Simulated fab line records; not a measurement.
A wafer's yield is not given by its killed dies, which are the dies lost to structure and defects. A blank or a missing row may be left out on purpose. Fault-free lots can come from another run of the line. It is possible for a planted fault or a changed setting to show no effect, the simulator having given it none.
fab line records	flow n5-finfet	part 2 of 2: steps 4 to 6 of 6
record lots=21	wafers=63	last-day=18
route steps=1938 shown MOL_CONTACT_COAG@587 BEOL_M0_SAQP@659
lots that met no fault: taken from a fault-free run of the same line
start-h: start of the lot's first displayed wafer, in hours after the record's first day	wait-h: hours from the lot's prior step to this one	" identical to the entry in the row above	L1.1+2: a single row standing in for several wafers	- no value present, or no start provided	* or withheld: withheld	< > ~ a bound
route shown NAME@n: a module of which the file shows steps, and the number in the route of the first	usual: average and standard deviation across the fault-free wafers	same: alike in all rows	chamber/n: place in a boat	sites: each site's reading	_std_site: their standard deviation	_edge_site: mean of outer sites minus mean of inner sites	radius-mm: for every site, how far away it sits from the centre of the wafer	mask NAME#n: copy n	behind: the most recent tool/chamber to have shaped the wafer	hold: cause of the lot's hold/its duration in hours/its outcome	device: the transistor (n, p or np) that didn't switch	end of line: the tests these same wafers got at the end of their route	step lacking rows: just its recipe	killed: dies lost to structure and defects at the first sort, not the wafer's yield	map: a wafer's dies, x killed, . not, _ none there
set.NAME: the run value of the setting; set.NAME@STEP: its run value at that earlier step	model.NAME: the simulator's own value behind a step, which no gauge read
a sample of lots followed through the steps of the route, with each step as a table and each wafer as a row
services: a tool's chamber out of use, with start hour (start-h, from the record's first day; less than 0 if before it), hours out, and reason
## steps
# step N5_BEOL_M0_SAQP_STRIP_86
# recipe chemistry=N2/H2	power-w=500	temp-c=40	pressure-mtorr=50	rf-frequency-hz=6e+07	overash-fraction=0.3	bias-power-w=28	h2-frac=0.5	n2-flow-sccm=300	h2-flow-sccm=300
# usual bias-power-w=27.99/0.083	drypump-motor-current-A=5.9/0.43	oes-product-au=0.76/0.058	rf-vpp-V=121.8/1.5	showerhead-plenum-p-Torr=3.38/0.13	throttle-valve-pct=18.8/0.37
# same overash-fraction=0.3
lot.wafer	tool	chamber	start-h	wait-h	bias-power-w	drypump-motor-current-A	oes-product-au	rf-hours-counter-h	rf-vpp-V	showerhead-plenum-p-Torr	throttle-valve-pct
L074.3	rie-diel-06	1	111.03	0.1	28.15	5.9	0.89	19	121.9	3.44	18.9
L074.4	"	3	"	"	27.97	6.3	0.82	65	122.9	3.42	19.2
L074.5	"	0	"	"	28.03	4.9	0.72	-	120.3	3.16	19.3
L075.2	rie-diel-01	3	116.21	0.1	28.00	5.7	0.74	178	123.5	3.48	19.0
L075.5	"	3	"	"	27.97	5.7	0.73	-	123.0	3.48	19.0
L075.6	"	2	"	"	27.99	6.4	0.75	-	120.5	3.23	18.5
L076.1	rie-diel-01	2	130.97	0.1	27.96	6.4	0.75	159	124.1	3.23	18.5
L076.4	"	3	"	"	28.08	5.8	0.73	183	121.7	3.48	19.0
L076.6	"	0	"	"	27.95	5.5	0.84	-	122.0	3.56	18.8
L077.3	rie-diel-06	2	143.56	0.2	28.03	6.4	0.72	189	120.9	3.32	18.8
L077.5	"	1	"	"	28.13	5.9	0.87	-	120.1	3.44	18.9
L077.6	"	2	"	"	28.04	6.4	0.72	-	122.6	3.32	18.9
L079.3	rie-diel-06	2	147.87	0.1	28.05	6.3	0.71	190	122.3	3.32	18.9
L079.4	"	0	"	"	28.06	4.9	0.70	239	120.1	3.16	19.3
L079.6	"	1	"	"	28.12	5.9	0.88	-	123.8	3.44	18.9
L080.3	rie-diel-06	2	147.91	0.1	27.93	6.3	0.72	190	121.6	3.32	18.9
L080.4	"	3	"	"	27.92	6.3	0.80	78	121.9	3.42	19.2
L080.5	"	1	"	"	27.90	5.9	0.87	-	120.2	3.44	18.9
L081.1	rie-diel-05	2	151.97	0.1	27.90	5.7	0.69	229	121.6	3.44	19.1
L081.5	"	0	"	"	28.01	5.5	0.77	-	122.7	3.23	19.4
L081.6	"	1	"	"	28.17	6.1	0.72	-	121.6	3.20	18.4
L083.2	rie-diel-01	1	164.98	0.1	27.93	6.3	0.80	149	119.0	3.49	18.1
L083.5	"	1	"	"	27.97	6.3	0.78	-	124.1	3.49	18.1
L083.6	"	2	"	"	28.11	6.4	0.74	-	122.2	3.22	18.5
L084.1	rie-diel-06	2	173.46	0.2	27.94	6.3	0.72	197	121.4	3.31	18.9
L084.3	"	1	"	"	27.93	5.8	0.87	38	119.6	3.43	18.9
L084.4	"	3	"	"	28.09	6.3	0.79	85	123.5	3.41	19.2
L085.1	rie-diel-01	1	174.79	0.1	27.98	6.3	0.79	152	120.7	3.49	18.1
L085.4	"	3	"	"	27.95	5.8	0.73	196	122.9	3.47	19.0
L085.6	"	2	"	"	28.03	6.4	0.74	-	117.4	3.22	18.5
L086.1	rie-diel-05	1	192.50	0.1	28.02	6.1	0.70	221	119.7	3.19	18.4
L086.3	"	0	"	"	28.05	5.6	0.76	137	120.6	3.23	19.4
L086.5	"	2	"	"	27.87	5.6	0.68	-	122.3	3.44	19.1
L087.1	rie-diel-05	2	195.02	0.1	28.21	5.6	0.68	242	121.4	3.44	19.1
L087.4	"	0	"	"	28.07	5.5	0.75	138	119.7	3.23	19.4
L087.5	"	2	"	"	28.16	5.6	0.68	-	122.3	3.44	19.1
L088.1	rie-diel-01	2	200.76	0.1	28.07	6.4	0.73	180	117.7	3.22	18.5
L088.3	"	1	"	"	27.91	6.3	0.78	159	122.9	3.49	18.1
L088.4	"	3	"	"	27.83	5.7	0.73	204	124.0	3.47	19.0
L089.1	rie-diel-01	2	206.50	0.1	27.83	6.4	0.73	181	120.4	3.22	18.5
L089.4	"	1	"	"	28.01	6.3	0.78	161	122.7	3.49	18.2
L089.5	"	1	"	"	27.94	6.3	0.78	-	119.6	3.48	18.1
L090.1	rie-diel-05	1	211.04	0.1	28.03	6.1	0.70	227	121.5	3.19	18.4
L090.2	"	2	"	"	27.88	5.6	0.69	247	121.7	3.44	19.1
L090.5	"	2	"	"	27.88	5.6	0.67	-	122.0	3.43	19.1
L091.2	rie-diel-01	0	215.49	0.2	28.01	5.5	0.81	82	121.4	3.54	18.8
L091.3	"	1	"	"	28.00	6.3	0.78	163	121.3	3.48	18.1
L091.6	"	2	"	"	27.90	6.4	0.72	-	121.9	3.22	18.5
L092.2	rie-diel-01	1	217.92	0.1	28.05	6.3	0.77	164	123.2	3.48	18.2
L092.3	"	2	"	"	27.86	6.4	0.73	184	121.2	3.22	18.6
L092.4	"	3	"	"	27.96	5.7	0.71	208	121.3	3.46	19.1
L093.1	rie-diel-05	3	227.05	0.1	27.93	5.8	0.71	202	121.8	3.47	19.1
L093.3	"	0	"	"	27.99	5.5	0.75	150	118.8	3.22	19.4
L093.6	"	3	"	"	28.06	5.8	0.72	-	122.5	3.47	19.1
L095.1	rie-diel-01	0	236.42	0.1	28.01	5.5	0.81	88	122.4	3.54	18.8
L095.3	"	3	"	"	27.98	5.7	0.71	214	121.0	3.46	19.0
L095.4	"	2	"	"	28.03	6.3	0.72	189	120.0	3.21	18.5
L097.1	rie-diel-06	2	245.47	0.1	27.89	6.3	0.70	213	121.8	3.30	18.9
L097.3	"	3	"	"	28.16	6.3	0.78	108	117.9	3.40	19.3
L097.5	"	2	"	"	27.95	6.3	0.71	-	120.9	3.30	18.9
L096.1	rie-diel-06	3	248.98	0.1	27.97	6.3	0.78	110	120.4	3.40	19.3
L096.3	"	1	"	"	27.99	5.9	0.82	69	121.6	3.42	18.9
L096.5	"	2	"	"	27.98	6.4	0.71	-	121.7	3.30	18.9
# step N5_BEOL_M0_SAQP_RECESS_104
# recipe chemistry=HF/NH3	target=SiO2	target-depth-a=180	afs-cycles=3	temp-c=30	sublimation-temp-c=180	sublimation-time-s=60
# usual drypump-motor-current-A=5.7/0.53	foreline-p-Torr=0.1280/0.00042
lot.wafer	tool	chamber	start-h	wait-h	drypump-motor-current-A	foreline-p-Torr
L074.3	vapor-etch-02	1	112.60	0.2	6.3	0.1284
L074.4	"	0	"	"	6.0	0.1279
L074.5	"	0	"	"	6.0	0.1283
L075.2	vapor-etch-02	1	118.10	0.1	6.3	0.1284
L075.5	"	0	"	"	6.0	0.1277
L075.6	"	1	"	"	6.3	0.1279
L076.1	vapor-etch-02	1	133.62	0.1	6.2	0.1268
L076.4	"	1	"	"	6.3	0.1273
L076.6	"	1	"	"	6.3	0.1278
L077.3	vapor-etch-02	0	145.65	0.2	6.0	0.1283
L077.5	"	0	"	"	6.0	0.1277
L077.6	"	1	"	"	6.3	0.1272
L079.3	vapor-etch-01	1	149.74	0.2	5.5	0.1277
L079.4	"	0	"	"	4.9	0.1277
L079.6	"	1	"	"	5.5	0.1278
L080.3	vapor-etch-01	1	150.24	0.2	5.5	0.1278
L080.4	"	0	"	"	4.9	0.1275
L080.5	"	0	"	"	5.0	0.1282
L081.1	vapor-etch-01	1	153.55	0.1	5.5	0.1277
L081.5	"	0	"	"	4.9	0.1284
L081.6	"	1	"	"	5.5	0.1281
L083.2	vapor-etch-02	0	166.60	0.1	6.0	0.1273
L083.5	"	0	"	"	6.0	0.1271
L083.6	"	1	"	"	6.3	0.1288
L084.1	vapor-etch-02	1	175.09	0.1	6.3	0.1272
L084.3	"	1	"	"	6.3	0.1271
L084.4	"	1	"	"	6.3	0.1283
L085.1	vapor-etch-02	1	176.32	0.1	6.3	0.1294
L085.4	"	1	"	"	6.3	0.1283
L085.6	"	1	"	"	6.3	0.1289
L086.1	vapor-etch-01	1	193.95	0.1	5.5	0.1276
L086.3	"	1	"	"	5.5	0.1279
L086.5	"	1	"	"	5.5	0.1276
L087.1	vapor-etch-01	1	196.71	0.1	5.5	0.1277
L087.4	"	0	"	"	4.9	0.1279
L087.5	"	0	"	"	4.9	0.1277
L088.1	vapor-etch-02	1	203.07	0.1	6.3	0.1277
L088.3	"	1	"	"	6.3	0.1285
L088.4	"	0	"	"	6.0	0.1281
L089.1	vapor-etch-02	1	207.96	0.1	6.3	0.1279
L089.4	"	1	"	"	6.3	0.1274
L089.5	"	1	"	"	6.3	0.1281
L090.1	vapor-etch-01	0	212.49	0.1	5.0	0.1282
L090.2	"	1	"	"	5.5	0.1283
L090.5	"	1	"	"	5.5	0.1286
L091.2	vapor-etch-01	1	217.69	0.1	5.5	0.1283
L091.3	"	0	"	"	5.0	0.1283
L091.6	"	0	"	"	5.0	0.1280
L092.2	vapor-etch-01	0	219.62	0.1	4.9	0.1281
L092.3	"	1	"	"	5.5	0.1281
L092.4	"	0	"	"	4.9	0.1279
L093.1	vapor-etch-02	0	228.50	0.1	6.0	0.1275
L093.3	"	1	"	"	6.3	0.1281
L093.6	"	0	"	"	6.0	0.1272
L095.1	vapor-etch-01	1	238.22	0.1	5.5	0.1275
L095.3	"	0	"	"	4.9	0.1277
L095.4	"	1	"	"	5.5	0.1281
L097.1	vapor-etch-01	1	247.43	0.1	5.5	0.1283
L097.3	"	0	"	"	4.9	0.1281
L097.5	"	1	"	"	5.5	0.1283
L096.1	vapor-etch-01	1	250.43	0.1	5.5	0.1280
L096.3	"	1	"	"	5.5	0.1278
L096.5	"	1	"	"	5.5	0.1279
# step N5_BEOL_M0_SAQP_CD_MEAS_29
# recipe target-cd-nm=14.4	landing-energy-ev=1000	detector=se-inlens
# usual cd-nm=15.01/0.23
lot.wafer	tool	chamber	start-h	wait-h	cd-nm
L074.3	cd-sem-03	0	114.79	0.1	14.91
L074.4	"	0	"	"	15.10
L074.5	"	0	"	"	15.17
L075.2	cd-sem-03	0	119.60	0.1	15.26
L075.5	"	0	"	"	15.21
L075.6	"	0	"	"	15.01
L076.1	cd-sem-03	0	135.48	0.1	14.51
L076.4	"	0	"	"	14.95
L076.6	"	0	"	"	14.59
L077.3	cd-sem-01	0	147.27	0.1	14.96
L077.5	"	0	"	"	15.10
L077.6	"	0	"	"	14.90
L079.3	cd-sem-03	0	151.37	0.1	14.90
L079.4	"	0	"	"	14.98
L079.6	"	0	"	"	15.16
L080.3	cd-sem-02	0	151.62	0.1	14.98
L080.4	"	0	"	"	14.69
L080.5	"	0	"	"	14.67
L081.1	cd-sem-01	0	155.12	0.1	15.29
L081.5	"	0	"	"	15.11
L081.6	"	0	"	"	15.01
L083.2	cd-sem-03	0	168.16	0.1	14.93
L083.5	"	0	"	"	15.30
L083.6	"	0	"	"	14.73
L084.1	cd-sem-03	0	176.95	0.1	15.13
L084.3	"	0	"	"	15.31
L084.4	"	0	"	"	14.77
L085.1	cd-sem-01	0	178.39	0.1	14.72
L085.4	"	0	"	"	14.80
L085.6	"	0	"	"	14.80
L086.1	cd-sem-01	0	195.45	0.1	15.03
L086.3	"	0	"	"	15.13
L086.5	"	0	"	"	15.35
L087.1	cd-sem-03	0	198.23	0.1	15.26
L087.4	"	0	"	"	15.07
L087.5	"	0	"	"	15.30
L088.1	cd-sem-01	0	205.21	0.1	14.97
L088.3	"	0	"	"	15.49
L088.4	"	0	"	"	14.96
L089.1	cd-sem-03	0	209.62	0.1	14.76
L089.4	"	0	"	"	14.70
L089.5	"	0	"	"	14.95
L090.1	cd-sem-01	0	214.17	0.1	14.77
L090.2	"	0	"	"	15.16
L090.5	"	0	"	"	15.09
L091.2	cd-sem-02	0	219.37	0.1	15.16
L091.3	"	0	"	"	14.89
L091.6	"	0	"	"	15.21
L092.2	cd-sem-03	0	221.21	0.1	14.70
L092.3	"	0	"	"	15.14
L092.4	"	0	"	"	15.24
L093.1	cd-sem-03	0	232.01	0.1	15.06
L093.3	"	0	"	"	15.43
L093.6	"	0	"	"	15.01
L095.1	cd-sem-03	0	241.86	0.1	14.98
L095.3	"	0	"	"	15.34
L095.4	"	0	"	"	15.01
L097.1	cd-sem-01	0	249.72	0.1	14.83
L097.3	"	0	"	"	15.30
L097.5	"	0	"	"	14.75
L096.1	cd-sem-03	0	251.93	0.1	14.33
L096.3	"	0	"	"	14.36
L096.5	"	0	"	"	15.08
## services
tool	chamber	start-h	hours	kind
rie-diel-02	0	79.64	8.6	repair
rie-diel-02	1	79.64	3.7	repair
rie-diel-06	3	91.32	4.9	repair
rie-diel-06	2	124.88	3.2	repair
rie-diel-02	-	145.40	4.3	pm
rie-diel-05	0	157.45	2.8	repair
rie-diel-03	3	158.12	-	clean
rie-diel-03	3	158.12	-	consumable-replace:focus-ring
rie-diel-03	3	158.12	-	consumable-replace:showerhead
rie-diel-03	3	158.12	16.4	scheduled-down
rie-diel-03	3	158.12	16.4	vent-cycle
rie-diel-02	-	163.03	3.2	repair
vapor-etch-02	0	174.20	6.3	repair
rie-diel-03	3	189.80	9.6	repair
vapor-etch-01	-	198.67	1.1	repair
rie-diel-06	2	201.30	23.7	repair
rie-diel-06	3	202.27	7.3	repair
rie-diel-01	-	211.73	3.2	repair
rie-diel-03	-	219.02	2.8	pm
rie-diel-02	2	241.92	-	clean
rie-diel-02	2	241.92	-	consumable-replace:focus-ring
rie-diel-02	2	241.92	31.1	scheduled-down
rie-diel-02	2	241.92	31.1	vent-cycle
rie-diel-01	-	243.61	0.2	repair
